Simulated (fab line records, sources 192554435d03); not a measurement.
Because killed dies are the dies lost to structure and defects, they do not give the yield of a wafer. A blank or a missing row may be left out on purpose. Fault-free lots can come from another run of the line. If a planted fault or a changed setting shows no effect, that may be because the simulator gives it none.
Chamber matching -- flow n5Finfet -- N5_BEOL_M0_SAQP_DESCUM_19 on rieDiel-04 has 4 sister chambers
The step chemistry O2, time 7.9 s. 7 wafers are shown with their chamber, then 7 later ones without.

WAFERS PAIRED WITH THEIR CHAMBERS
wafer,chamber,throttleValvePct (%),showerheadPlenumPTorr (Torr)
L079.4,1,20.21,2.13
L083.2,0,21.04,2.08
L087.2,2,20.89,2.16
L087.6,1,20.22,2.12
L088.5,3,20.31,2.16
L091.2,3,20.32,2.16
L091.4,2,20.90,2.16

WAFERS WITHOUT THEIR CHAMBER
wafer,throttleValvePct (%),showerheadPlenumPTorr (Torr)
L091.6,20.65,2.08
L090.1,20.26,2.12
L090.5,20.91,2.16
L090.6,20.30,2.16
L094.4,20.93,2.16
L094.5,20.32,2.16
L094.6,20.92,2.16

THE CHAMBER EACH PASSED THROUGH
wafer,from the rows above,in truth
L091.6,2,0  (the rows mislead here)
L090.1,1,1
L090.5,2,2
L090.6,3,3
L094.4,2,2
L094.5,3,3
L094.6,2,2
Correctly placed: 6 of 7. From these rows, 0 cannot be placed. Placed wrongly: 1.
How it was worked out, from the rows above alone: a wafer's distance from a chamber is the root of the sum, over the readings, of the square of ((its reading less the chamber's mean) divided by the reading's scatter). If the next closest chamber is less than 2 further off than the closest, the wafer can't be placed; otherwise it belongs to the closest. For every chamber, the mean is computed from those of its wafers that are shown. The scatter: take each reading less its chamber's mean, square it, sum over the shown wafers, divide by the number of wafers less the number of chambers, and take the root.
